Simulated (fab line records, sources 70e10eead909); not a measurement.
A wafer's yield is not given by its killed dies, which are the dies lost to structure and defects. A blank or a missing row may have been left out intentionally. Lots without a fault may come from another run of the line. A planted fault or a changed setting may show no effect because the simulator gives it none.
fab line records	flow nand_harc
record lots=10	wafers=30	last_day=33
route steps=1302 shown A_SGD_CUT@907 A_SLIT@930 END@1302
lots untouched by any fault: they come from a run of this same line in which no faults occurred
start_h: hours from the record's first day to the start of the lot's first wafer shown	wait_h: hours elapsed since this lot's preceding step	" as in the row above	L1.1+2: a row that stands for several wafers	- either no value or no given start	* or withheld: withheld	< > ~ a bound
route shown NAME@n: a module of which the file shows steps, and the number in the route of the first	usual: mean/standard deviation taken from wafers without a fault	same: alike in all rows	chamber/n: place in a boat	sites: the reading at each site	_std_site: how widely they spread, as a standard deviation	_edge_site: mean of outer sites minus mean of inner sites	radius_mm: how far each site lies from the wafer's centre	mask NAME#n: copy n	behind: tool/chamber where the wafer was last shaped	hold: why the lot was held/for how many hours/how that ended	device: whichever transistor did not switch (one of n, p or np)	end of line: tests of these same wafers at the route's end	a step given without rows: its recipe and nothing more	killed: dies that structure and defects cost at the first sort, which is not the same as the wafer's yield	map: dies across one wafer; x = killed, . = not, _ = none there
set.NAME: the setting the step ran with; set.NAME@STEP: the setting that earlier step ran with	model.NAME: the simulator's own value behind a step, which no gauge read
one table for each step of the route and one row for each wafer, over a sample of lots
services: when a tool's chamber went out of use (start_h, in hours from the record's first day, below 0 if earlier), for how many hours, and the reason
## steps
# step NHARC_A_SGD_CUT_ETCH_15
# recipe target_depth_a=750	time_s=64.3	ch3f_flow_sccm=50	o2_flow_sccm=30	ar_flow_sccm=200	rf_w=500	bias_w=100	chemistry=CH3F/O2
# usual ch3f_flow_sccm=50.01/0.14	drypump_motor_current_A=6.12/0.28	oes_product_au=0.961/0.019	rf_vpp_V=264.8/1.6	showerhead_plenum_p_Torr=2.52/0.092	throttle_valve_pct=20.663/0.0089
lot.wafer	tool	chamber	start_h	wait_h	ch3f_flow_sccm	drypump_motor_current_A	oes_product_au	rf_hours_counter_h	rf_vpp_V	showerhead_plenum_p_Torr	throttle_valve_pct
L183.4	rie_diel-13	1	-	-	49.98	6.34	0.969	6.1	264.4	2.57	20.677
L183.3	"	3	"	"	49.86	5.92	0.974	4.9	265.4	2.62	20.676
L183.5	"	1	"	"	49.92	6.30	0.990	-	265.9	2.57	20.668
L188.1	rie_diel-13	1	-	-	50.19	6.31	0.970	9.4	266.8	2.56	20.650
L188.4	"	0	"	"	50.11	6.53	0.978	8.7	263.9	2.39	20.666
L188.5	"	1	"	"	50.10	6.31	0.979	-	264.6	2.56	20.671
L190.1	rie_diel-02	3	-	-	50.25	6.12	0.946	5.4	266.9	2.63	20.668
L190.4	"	1	"	"	49.85	6.40	0.975	6.1	265.6	2.60	20.670
L190.6	"	2	"	"	49.90	5.98	0.968	-	266.1	2.58	20.666
L191.1	rie_diel-13	1	-	-	50.23	6.32	0.974	0.2	265.8	2.56	20.663
L191.4	"	2	"	"	50.13	5.71	0.971	0.1	264.4	2.46	20.666
L191.6	"	0	"	"	49.86	6.56	0.982	-	263.5	2.39	20.661
L192.1	rie_diel-12	3	-	-	50.10	6.49	0.930	7.4	264.7	2.47	20.645
L192.5	"	2	"	"	49.82	6.31	0.923	-	260.9	2.29	20.661
L192.6	"	3	"	"	50.02	6.47	0.929	-	264.8	2.47	20.671
L194.3	rie_diel-02	3	-	-	49.77	6.12	0.969	6.6	266.3	2.63	20.659
L194.4	"	1	"	"	49.78	6.38	0.952	7.1	265.4	2.60	20.670
L194.6	"	3	"	"	49.91	6.08	0.969	-	266.0	2.63	20.672
L195.2	rie_diel-02	3	-	-	49.80	6.11	0.977	8.4	267.1	2.63	20.657
L195.4	"	0	"	"	50.09	5.81	0.981	8.8	264.0	2.48	20.643
L195.6	"	2	"	"	49.82	5.99	0.961	-	264.9	2.58	20.670
L197.2	rie_diel-02	2	-	-	50.30	6.00	0.955	9.3	264.5	2.58	20.654
L197.3	"	0	"	"	50.17	5.83	0.976	9.0	263.1	2.48	20.672
L197.5	"	2	"	"	50.12	6.00	0.957	-	265.7	2.58	20.671
L202.4	rie_diel-13	1	-	-	49.94	6.34	0.917	6.8	266.0	2.56	20.661
L202.1	"	2	"	"	50.08	5.74	0.926	6.1	264.5	2.46	20.663
L202.3	"	3	"	"	49.83	5.94	0.923	6.0	266.9	2.62	20.656
L203.2	rie_diel-13	0	-	-	50.14	6.56	0.960	8.6	262.1	2.39	20.664
L203.1	"	1	"	"	49.94	6.31	0.962	8.7	266.0	2.56	20.642
L203.6	"	3	"	"	49.82	5.92	0.975	-	266.4	2.62	20.651
# step NHARC_A_SGD_CUT_ETCHBACK_24
# recipe target_depth_a=500	over_etch_frac=0.3	time_s=92.857	ion_energy_ev=120	ch3f_flow_sccm=50	o2_flow_sccm=30	ar_flow_sccm=200	rf_w=500	bias_w=100	chemistry=CH3F/O2
# usual ch3f_flow_sccm=49.99/0.15	drypump_motor_current_A=6.15/0.28	oes_product_au=0.96/0.036	rf_vpp_V=244.9/1.5	showerhead_plenum_p_Torr=2.51/0.099	throttle_valve_pct=20.662/0.0086
lot.wafer	tool	chamber	start_h	wait_h	ch3f_flow_sccm	drypump_motor_current_A	oes_product_au	rf_hours_counter_h	rf_vpp_V	showerhead_plenum_p_Torr	throttle_valve_pct
L183.3	rie_diel-13	0	452.70	0.2	49.92	6.57	0.93	6	243.5	2.39	20.669
L183.4	"	3	"	"	49.96	5.95	0.93	5	247.7	2.62	20.650
L183.5	"	0	"	"	49.88	6.56	0.92	-	244.7	2.39	20.660
L188.4	rie_diel-12	3	490.09	0.2	50.14	6.51	0.99	3	244.8	2.47	20.664
L188.1	"	0	"	"	49.97	6.22	0.99	3	247.0	2.57	20.682
L188.5	"	2	"	"	50.10	6.30	1.00	-	241.4	2.30	20.660
L190.4	rie_diel-02	2	528.98	0.1	50.11	5.98	0.92	6	246.8	2.58	20.670
L190.1	"	3	"	"	49.73	6.13	0.92	6	246.4	2.63	20.656
L190.6	"	1	"	"	49.93	6.39	0.93	-	245.6	2.60	20.669
L191.1	rie_diel-02	1	534.96	0.2	50.06	6.36	0.99	6	244.9	2.60	20.665
L191.4	"	2	"	"	50.14	6.00	1.00	6	246.0	2.58	20.658
L191.6	"	0	"	"	49.71	5.81	0.97	-	244.9	2.48	20.674
L192.1	rie_diel-12	3	535.12	0.2	50.13	6.49	0.93	8	245.1	2.47	20.659
L192.6	"	0	"	"	50.13	6.25	0.93	-	246.7	2.57	20.656
L192.5	"	1	"	"	49.77	5.69	0.91	-	243.8	2.41	20.654
L194.4	rie_diel-13	2	550.01	0.1	49.93	5.68	1.00	1	242.3	2.46	20.651
L194.3	"	3	"	"	50.03	5.93	1.00	1	248.6	2.62	20.647
L194.6	"	3	"	"	50.08	5.87	1.00	-	245.1	2.62	20.674
L195.4	rie_diel-13	0	574.21	0.2	50.11	6.58	1.00	3	242.3	2.39	20.664
L195.2	"	2	"	"	50.00	5.76	1.02	3	245.2	2.46	20.666
L195.6	"	0	"	"	50.05	6.56	0.99	-	245.0	2.39	20.667
L197.3	rie_diel-12	2	574.21	0.1	50.01	6.30	1.00	11	243.0	2.29	20.661
L197.2	"	0	"	"	50.02	6.25	1.00	10	244.9	2.57	20.674
L197.5	"	2	"	"	49.95	6.29	0.99	-	241.7	2.29	20.673
L202.4	rie_diel-13	0	632.84	0.1	50.01	6.59	0.94	7	242.7	2.39	20.657
L202.3	"	2	"	"	49.88	5.78	0.93	7	244.8	2.46	20.663
L202.1	"	3	"	"	50.10	5.92	0.91	6	246.0	2.62	20.671
L203.2	rie_diel-12	0	651.20	0.2	49.98	6.25	1.00	0	244.5	2.57	20.655
L203.1	"	2	"	"	50.05	6.28	0.99	3	242.2	2.29	20.677
L203.6	"	0	"	"	50.00	6.26	1.00	-	244.8	2.57	20.672
# step NHARC_A_SLIT_EXPOSE_06
# recipe na=1.35	dose_mj=60.82	mask_id=SLIT
# usual exposure_dose_mJ_cm2=60.83/0.063
lot.wafer	tool	chamber	start_h	wait_h	mask	exposure_dose_mJ_cm2
L183.3	arfi_scanner-02	0	458.40	-	SLIT#0	60.77
L183.4	"	0	"	"	SLIT#0	60.88
L183.5	"	0	"	"	SLIT#0	60.89
L188.1	arfi_scanner-02	0	496.73	-	SLIT#0	60.92
L188.4	"	0	"	"	SLIT#0	60.85
L188.5	"	0	"	"	SLIT#0	60.86
L190.1	arfi_scanner-02	0	533.98	-	SLIT#0	60.93
L190.4	"	0	"	"	SLIT#0	61.02
L190.6	"	0	"	"	SLIT#0	60.86
L191.1	arfi_scanner-02	0	541.49	-	SLIT#0	67.39
L191.4	"	0	"	"	SLIT#0	67.38
L191.6	"	0	"	"	SLIT#0	67.27
L192.1	arfi_scanner-02	0	541.52	-	SLIT#0	67.25
L192.5	"	0	"	"	SLIT#0	67.30
L192.6	"	0	"	"	SLIT#0	67.36
L194.3	arfi_scanner-02	0	555.16	-	SLIT#0	64.89
L194.4	"	0	"	"	SLIT#0	64.93
L194.6	"	0	"	"	SLIT#0	64.98
L197.2	arfi_scanner-02	0	579.07	-	SLIT#0	64.10
L197.3	"	0	"	"	SLIT#0	64.11
L197.5	"	0	"	"	SLIT#0	64.12
L195.2	arfi_scanner-01	0	581.97	-	SLIT#0	60.80
L195.4	"	0	"	"	SLIT#0	60.83
L195.6	"	0	"	"	SLIT#0	60.77
L202.1	arfi_scanner-01	0	639.74	-	SLIT#0	60.65
L202.3	"	0	"	"	SLIT#0	60.72
L202.4	"	0	"	"	SLIT#0	60.71
L203.1	arfi_scanner-01	0	656.95	-	SLIT#0	60.79
L203.2	"	0	"	"	SLIT#0	60.82
L203.6	"	0	"	"	SLIT#0	60.79
# step NHARC_A_SLIT_CD_MEAS_09
# recipe target_cd_nm=300	landing_energy_ev=500
# usual cd_nm=299.8/0.48
lot.wafer	tool	chamber	start_h	wait_h	hold	cd_nm
L183.3	cd_sem-02	0	458.54	-	-	300.1
L183.4	"	0	"	"	-	299.8
L183.5	"	0	"	"	-	300.4
L188.1	cd_sem-03	0	496.87	-	-	298.7
L188.4	"	0	"	"	-	299.6
L188.5	"	0	"	"	-	299.8
L190.1	cd_sem-01	0	534.12	-	-	298.2
L190.4	"	0	"	"	-	299.4
L190.6	"	0	"	"	-	299.3
L191.1	cd_sem-01	0	541.63	-	await_dispo/0.2h/release	305.3
L191.4	"	0	"	"	await_dispo/0.2h/release	304.7
L191.6	"	0	"	"	await_dispo/0.2h/release	305.4
L191.1	cd_sem-01	0	-	-	-	305.4
L191.4	"	0	"	"	-	304.9
L191.6	"	0	"	"	-	305.2
L192.1	cd_sem-03	0	541.66	-	await_dispo/0.2h/release	305.2
L192.5	"	0	"	"	await_dispo/0.2h/release	305.1
L192.6	"	0	"	"	await_dispo/0.2h/release	304.3
L192.1	cd_sem-03	0	-	-	-	305.1
L192.5	"	0	"	"	-	304.8
L192.6	"	0	"	"	-	304.8
L194.3	cd_sem-01	0	555.30	-	await_dispo/0.2h/release	303.3
L194.4	"	0	"	"	await_dispo/0.2h/release	302.7
L194.6	"	0	"	"	await_dispo/0.2h/release	302.9
L194.3	cd_sem-01	0	-	-	-	303.3
L194.4	"	0	"	"	-	302.9
L194.6	"	0	"	"	-	303.4
L197.2	cd_sem-03	0	579.21	-	await_dispo/0.2h/release	302.7
L197.3	"	0	"	"	await_dispo/0.2h/release	303.2
L197.5	"	0	"	"	await_dispo/0.2h/release	303.5
L197.2	cd_sem-03	0	-	-	-	302.2
L197.3	"	0	"	"	-	303.3
L197.5	"	0	"	"	-	303.0
L195.2	cd_sem-02	0	582.11	-	-	299.5
L195.4	"	0	"	"	-	299.8
L195.6	"	0	"	"	-	299.6
L202.1	cd_sem-02	0	639.88	-	-	299.6
L202.3	"	0	"	"	-	300.4
L202.4	"	0	"	"	-	299.6
L203.1	cd_sem-02	0	657.09	-	-	299.8
L203.2	"	0	"	"	-	299.7
L203.6	"	0	"	"	-	300.3
# step NHARC_A_SLIT_ETCH_26
# recipe bias_v=400	source_w=2000	pressure_mtorr=25	time_s=90	ar_flow_sccm=375	c4f8_flow_sccm=41.7	o2_flow_sccm=83.3	target_depth_a=4000	chemistry=C4F8/O2/Ar
# usual drypump_motor_current_A=5.6/0.55	showerhead_plenum_p_Torr=3.71/0.19	throttle_valve_pct=27.618/0.0083
lot.wafer	tool	chamber	start_h	wait_h	drypump_motor_current_A	rf_hours_counter_h	showerhead_plenum_p_Torr	throttle_valve_pct
L183.3	har_etch-01	0	467.27	1.9	5.1	-	3.51	27.626
L183.4	"	1	"	"	5.1	-	3.68	27.626
L183.5	"	1	"	"	5.2	-	3.68	27.618
L188.1	har_etch-01	1	501.93	3.0	5.1	277	3.67	27.617
L188.4	"	0	"	"	5.1	-	3.50	27.613
L188.5	"	0	"	"	5.1	-	3.50	27.600
L190.1	har_etch-01	1	539.42	2.4	5.1	296	3.66	27.603
L190.4	"	0	"	"	5.1	-	3.49	27.622
L190.6	"	0	"	"	5.1	-	3.49	27.614
L192.1	har_etch-01	0	548.50	3.0	5.1	304	3.48	27.624
L192.6	"	0	"	"	5.1	-	3.48	27.626
L192.5	"	1	"	"	5.2	-	3.66	27.627
L191.1	har_etch-02	0	550.71	2.8	6.4	92	3.93	27.611
L191.4	"	0	"	"	6.4	-	3.93	27.618
L191.6	"	0	"	"	6.4	-	3.93	27.633
L194.4	har_etch-02	1	564.39	2.2	6.0	-	3.92	27.612
L194.3	"	0	"	"	6.4	-	3.92	27.622
L194.6	"	0	"	"	6.4	-	3.92	27.614
L195.2	har_etch-01	0	587.29	2.5	5.1	327	3.47	27.620
L195.4	"	1	"	"	5.1	-	3.64	27.613
L195.6	"	1	"	"	5.2	-	3.64	27.619
L197.2	har_etch-02	1	591.66	2.4	6.1	115	3.91	27.623
L197.3	"	1	"	"	6.1	-	3.91	27.619
L197.5	"	0	"	"	6.4	-	3.91	27.621
L202.1	har_etch-01	1	645.92	2.4	5.1	357	3.63	27.625
L202.4	"	0	"	"	5.1	-	3.45	27.632
L202.3	"	1	"	"	5.1	-	3.63	27.618
L203.2	har_etch-02	1	662.16	3.0	6.0	161	3.89	27.617
L203.1	"	0	"	"	6.4	161	3.89	27.623
L203.6	"	1	"	"	6.0	-	3.89	27.631
# step NHARC_END_SORT_01
# recipe temp_c=25
# usual killed_at_array=60/21	killed_at_other=1.0/1.2	killed_at_periphery=4.2/2.8	killed_dies=65/20	killed_open=3.1/1.8	killed_short=2.6/1.6
# same gross_dies=677
lot.wafer	tool	chamber	start_h	wait_h	hold	killed_at_array	killed_at_other	killed_at_periphery	killed_dies	killed_open	killed_short
L188.1	prober-01	0	609.98	2.5	-	38	4	3	45	5	1
L188.4	prober-01	0	612.40	3.4	-	48	3	0	51	3	2
L188.5	prober-01	0	613.21	3.7	-	48	1	4	53	3	4
L192.1	prober-02	0	648.58	2.5	-	46	1	4	51	1	2
L192.5	prober-02	0	651.81	3.7	-	62	1	2	65	3	5
L192.6	prober-02	0	652.62	4.0	-	62	2	2	66	5	2
L190.1	prober-01	0	656.42	2.5	-	69	6	2	77	6	2
L190.4	prober-01	0	658.78	3.4	-	85	0	1	86	5	1
L190.6	prober-01	0	660.36	3.9	-	83	1	2	86	3	3
L191.1	prober-01	0	675.90	2.5	-	51	0	3	54	0	3
L191.4	prober-01	0	678.32	3.4	-	56	2	4	62	4	3
L191.6	prober-01	0	679.93	4.0	-	48	0	4	52	2	4
L194.3	prober-01	0	686.82	3.1	await_dispo/3.7h/release	73	0	3	76	2	4
L194.4	prober-01	0	687.61	3.4	await_dispo/3.7h/release	58	0	0	58	1	2
L194.6	prober-01	0	689.18	3.9	await_dispo/3.7h/release	55	0	0	55	1	2
L197.2	prober-02	0	713.45	2.8	-	36	0	5	41	6	5
L197.3	prober-02	0	714.25	3.1	-	34	0	2	36	0	5
L197.5	prober-02	0	715.86	3.7	-	31	0	4	35	1	3
L202.1	prober-01	0	763.23	2.5	-	65	0	5	70	3	0
L202.3	prober-01	0	764.83	3.1	-	71	0	6	77	3	0
L202.4	prober-01	0	765.63	3.4	-	88	0	4	92	3	2
L203.1	prober-01	0	778.83	2.5	-	15	1	4	20	2	2
L203.2	prober-01	0	779.63	2.8	-	22	2	9	33	4	3
L203.6	prober-01	0	782.82	4.0	-	19	3	9	31	5	2
# killed by level:class
L188.1 A_SLIT:chamber_film_flake=18 A_CHANNEL_HOLE_D2:chamber_film_flake=10 THIN_TSV:chamber_film_flake=4 P_CONTACT:geometric_particle:open=2 A_STAIRCASE:chamber_film_flake=2 A_M1:chamber_film_flake=2 P_GATE:geometric_particle:open=1 A_DECK1_JOINT:geometric_particle:open=1
L188.4 A_SLIT:chamber_film_flake=26 A_CHANNEL_HOLE_D2:chamber_film_flake=7 A_CONTACT:chamber_film_flake=4 THIN_TSV:chamber_film_flake=3 A_CHANNEL_FILL_D1:chamber_film_flake=2 A_STAIRCASE:chamber_film_flake=2 A_DECK1_JOINT:geometric_particle:short=1 A_CHANNEL_FILL_D2:geometric_particle:short=1
L188.5 A_SLIT:chamber_film_flake=22 A_CHANNEL_HOLE_D2:chamber_film_flake=6 A_STAIRCASE:chamber_film_flake=6 A_CONTACT:chamber_film_flake=3 P_ZERO_WELL:chamber_film_flake=2 A_CHANNEL_FILL_D1:chamber_film_flake=2 A_M1:chamber_film_flake=2 P_M0:geometric_particle:short=1
L192.1 A_SLIT:chamber_film_flake=27 A_CHANNEL_HOLE_D2:chamber_film_flake=6 A_CHANNEL_HOLE_D1:chamber_film_flake=5 A_CONTACT:chamber_film_flake=4 A_CHANNEL_FILL_D2:chamber_film_flake=2 P_M0:geometric_particle:short=1 A_SOURCE_PLATE:geometric_particle:short=1 A_CHANNEL_FILL_D1:geometric_particle:open=1
L192.5 A_CHANNEL_HOLE_D2:chamber_film_flake=19 A_SLIT:chamber_film_flake=14 A_CHANNEL_HOLE_D1:chamber_film_flake=7 A_STAIRCASE:chamber_film_flake=7 A_CHANNEL_FILL_D2:chamber_film_flake=5 A_CONTACT:chamber_film_flake=3 A_WL_FILL:geometric_particle:short=2 P_GATE:geometric_particle:short=1
L192.6 A_SLIT:chamber_film_flake=37 A_CHANNEL_HOLE_D2:chamber_film_flake=7 A_CONTACT:chamber_film_flake=5 A_STAIRCASE:chamber_film_flake=3 P_M0:geometric_particle:open=2 A_DECK1_JOINT:chamber_film_flake=2 A_CHANNEL_FILL_D2:chamber_film_flake=2 THIN_TSV:chamber_film_flake=2
L190.1 A_CHANNEL_HOLE_D1:chamber_film_flake=32 A_SLIT:chamber_film_flake=13 A_CHANNEL_HOLE_D2:chamber_film_flake=7 THIN_TSV:chamber_film_flake=6 A_STAIRCASE:chamber_film_flake=2 A_WL_FILL:chamber_film_flake=2 A_CONTACT:chamber_film_flake=2 A_BONDPAD:chamber_film_flake=2
L190.4 A_CHANNEL_HOLE_D1:chamber_film_flake=34 A_SLIT:chamber_film_flake=33 A_CHANNEL_HOLE_D2:chamber_film_flake=9 A_WL_FILL:geometric_particle:open=2 A_ONON_D1:geometric_particle:open=1 A_CHANNEL_FILL_D1:geometric_particle:open=1 A_DECK1_JOINT:geometric_particle:short=1 A_SGD_CUT:geometric_particle:open=1
L190.6 A_SLIT:chamber_film_flake=32 A_CHANNEL_HOLE_D1:chamber_film_flake=31 A_CHANNEL_HOLE_D2:chamber_film_flake=8 A_DECK1_JOINT:chamber_film_flake=2 A_STAIRCASE:chamber_film_flake=2 P_CONTACT:geometric_particle:open=1 A_ONON_D1:geometric_particle:open=1 A_CHANNEL_FILL_D1:geometric_particle:short=1
L191.1 A_CHANNEL_HOLE_D1:chamber_film_flake=38 A_SGD_CUT:chamber_film_flake=4 A_CHANNEL_HOLE_D2:unspecified=3 P_CONTACT:chamber_film_flake=2 P_M0:geometric_particle:short=1 A_CHANNEL_HOLE_D1:geometric_particle:short=1 A_CHANNEL_FILL_D2:geometric_particle:short=1 A_ZERO_WELL:chamber_film_flake=1
L191.4 A_CHANNEL_HOLE_D1:chamber_film_flake=37 A_CHANNEL_HOLE_D2:chamber_film_flake=3 A_SGD_CUT:chamber_film_flake=3 A_CONTACT:chamber_film_flake=3 THIN_TSV:chamber_film_flake=2 P_CONTACT:geometric_particle:open=1 P_M0:geometric_particle:open=1 A_CHANNEL_HOLE_D1:geometric_particle:short=1
L191.6 A_CHANNEL_HOLE_D1:chamber_film_flake=32 A_STAIRCASE:chamber_film_flake=3 A_SGD_CUT:chamber_film_flake=3 P_M0:geometric_particle:open=2 A_WL_FILL:geometric_particle:short=2 P_CONTACT:chamber_film_flake=2 A_ONON_D1:geometric_particle:short=1 A_CONTACT:geometric_particle:short=1
L194.3 A_CHANNEL_HOLE_D1:chamber_film_flake=34 A_CHANNEL_HOLE_D2:chamber_film_flake=22 A_ZERO_WELL:chamber_film_flake=4 A_SLIT:chamber_film_flake=3 A_STAIRCASE:chamber_film_flake=2 A_CONTACT:chamber_film_flake=2 P_STI:geometric_particle:open=1 P_CONTACT:geometric_particle:short=1
L194.4 A_CHANNEL_HOLE_D1:chamber_film_flake=35 A_CHANNEL_HOLE_D2:chamber_film_flake=8 A_STAIRCASE:chamber_film_flake=7 A_ZERO_WELL:chamber_film_flake=2 A_CHANNEL_FILL_D2:chamber_film_flake=2 A_DECK1_JOINT:geometric_particle:short=1 A_SLIT:geometric_particle:short=1 A_CONTACT:geometric_particle:open=1
L194.6 A_CHANNEL_HOLE_D1:chamber_film_flake=31 A_CHANNEL_HOLE_D2:chamber_film_flake=11 A_M0:chamber_film_flake=3 A_ZERO_WELL:chamber_film_flake=2 A_STAIRCASE:chamber_film_flake=2 A_CONTACT:chamber_film_flake=2 A_ONON_D2:geometric_particle:short=1 A_CHANNEL_FILL_D2:geometric_particle:short=1
L197.2 A_CHANNEL_HOLE_D2:chamber_film_flake=18 A_CHANNEL_HOLE_D1:chamber_film_flake=5 P_GATE:geometric_particle:open=2 A_WL_FILL:geometric_particle:short=2 P_GATE:chamber_film_flake=2 A_STAIRCASE:chamber_film_flake=2 P_STI:geometric_particle:short=1 A_CHANNEL_FILL_D1:geometric_particle:short=1
L197.3 A_CHANNEL_HOLE_D2:chamber_film_flake=13 A_CHANNEL_HOLE_D1:chamber_film_flake=5 A_STAIRCASE:chamber_film_flake=4 A_ONON_D2:geometric_particle:short=3 A_SLIT:chamber_film_flake=3 P_GATE:chamber_film_flake=2 A_WL_FILL:chamber_film_flake=2 A_CHANNEL_FILL_D1:geometric_particle:short=1
L197.5 A_CHANNEL_HOLE_D2:chamber_film_flake=17 A_CHANNEL_HOLE_D1:chamber_film_flake=4 A_STAIRCASE:chamber_film_flake=3 A_WL_FILL:chamber_film_flake=3 A_CHANNEL_FILL_D1:geometric_particle:short=2 P_GATE:chamber_film_flake=2 P_GATE:geometric_particle:open=1 P_CONTACT:geometric_particle:short=1
L202.1 A_CHANNEL_HOLE_D1:chamber_film_flake=32 A_SLIT:chamber_film_flake=17 A_CONTACT:chamber_film_flake=5 P_GATE:chamber_film_flake=3 A_CHANNEL_HOLE_D2:chamber_film_flake=3 A_STAIRCASE:chamber_film_flake=2 A_CHANNEL_FILL_D1:geometric_particle:open=1 A_WL_FILL:geometric_particle:open=1
L202.3 A_CHANNEL_HOLE_D1:chamber_film_flake=41 A_SLIT:chamber_film_flake=17 P_GATE:chamber_film_flake=5 A_STAIRCASE:chamber_film_flake=4 A_WL_FILL:chamber_film_flake=4 P_CONTACT:geometric_particle:open=1 A_CHANNEL_FILL_D2:geometric_particle:open=1 A_BLC:geometric_particle:open=1
L202.4 A_CHANNEL_HOLE_D1:chamber_film_flake=37 A_SLIT:chamber_film_flake=34 A_CONTACT:chamber_film_flake=6 A_STAIRCASE:chamber_film_flake=3 P_GATE:chamber_film_flake=2 P_GATE:geometric_particle:open=1 A_CHANNEL_FILL_D1:geometric_particle:short=1 A_CHANNEL_FILL_D1:geometric_particle:open=1
L203.1 A_SLIT:chamber_film_flake=5 A_CONTACT:chamber_film_flake=3 P_ZERO_WELL:chamber_film_flake=2 P_CONTACT:geometric_particle:short=1 A_DECK1_JOINT:geometric_particle:open=1 A_CHANNEL_FILL_D1:geometric_particle:open=1 A_ONON_D2:geometric_particle:short=1 P_GATE:chamber_film_flake=1
L203.2 A_SLIT:chamber_film_flake=7 A_CONTACT:chamber_film_flake=5 P_ZERO_WELL:chamber_film_flake=3 P_M0:chamber_film_flake=3 A_SGD_CUT:geometric_particle:open=2 THIN_TSV:chamber_film_flake=2 P_GATE:geometric_particle:open=1 P_M2:geometric_particle:short=1
L203.6 A_SLIT:chamber_film_flake=7 P_M0:chamber_film_flake=6 A_CONTACT:chamber_film_flake=4 THIN_TSV:chamber_film_flake=3 A_M0:geometric_particle:open=2 P_CONTACT:geometric_particle:open=1 P_M0:geometric_particle:open=1 A_CHANNEL_FILL_D1:geometric_particle:open=1
## services
tool	chamber	start_h	hours	kind
arfi_scanner-01	-	424.00	4.0	pm
rie_diel-13	0	424.52	-	clean
rie_diel-13	1	424.52	-	clean
rie_diel-13	2	424.52	-	clean
rie_diel-02	1	433.94	2.7	repair
rie_diel-12	2	445.34	4.5	repair
rie_diel-12	-	445.43	9.0	pm
rie_diel-13	-	458.41	0.8	repair
rie_diel-02	3	471.52	1.4	repair
arfi_scanner-02	-	484.00	4.0	pm
arfi_scanner-01	-	499.41	0.8	repair
rie_diel-12	-	517.53	2.0	repair
arfi_scanner-02	-	518.73	0.5	repair
rie_diel-13	-	519.00	9.0	pm
rie_diel-02	2	539.87	1.9	repair
rie_diel-02	-	570.70	9.0	pm
rie_diel-12	-	577.77	1.1	repair
arfi_scanner-01	-	596.00	4.0	pm
rie_diel-12	-	620.31	1.0	repair
rie_diel-12	-	622.43	9.0	pm
har_etch-01	-	647.62	1.3	repair
arfi_scanner-01	-	647.88	0.4	repair
arfi_scanner-02	-	656.00	4.0	pm
rie_diel-12	-	659.94	0.3	repair
## key
first_sign step=NHARC_A_SLIT_EXPOSE_06	reading=exposure_dose_mJ_cm2	direction=up	sigmas=81	usual=60.83	struck=65.92
effect step=NHARC_A_SLIT_CD_MEAS_09	reading=visit	direction=added	through=control_loop
effect step=NHARC_A_SLIT_CD_MEAS_09	reading=cd_nm	direction=up	sigmas=8.8	usual=299.8	struck=304.0	through=control_loop
met_at NHARC_A_SLIT_EXPOSE_06
struck_lots L191,L192,L194,L197
tester_left_out L191,L192,L194,L197
loop_trim step=NHARC_A_SLIT_EXPOSE_06	setting=dose	lots=L194,L197
not_acting_at NHARC_A_SGD_CUT_ETCH_15,NHARC_A_SGD_CUT_ETCHBACK_24,NHARC_A_SLIT_ETCH_26
onset_between 533.98 541.49
fault kind=process_parameter_drift	tool=arfi_scanner-02	chamber=-	onset_h=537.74	steps=NHARC_A_SLIT_EXPOSE_06	channel=dose_mj	offset=6.4913	shape=step	acts_in=these_recipes_only	stated=60.82
# tester_left_out: of these lots the tester's yield and bins aren't shown, on N5 and GAA mostly nor the transistor test; their killed dies are dies lost to structure and defects alone, not to doping, threshold or leakage, so they don't give the yield
# loop_trim: a control loop set the setting to another value than it would have without faults
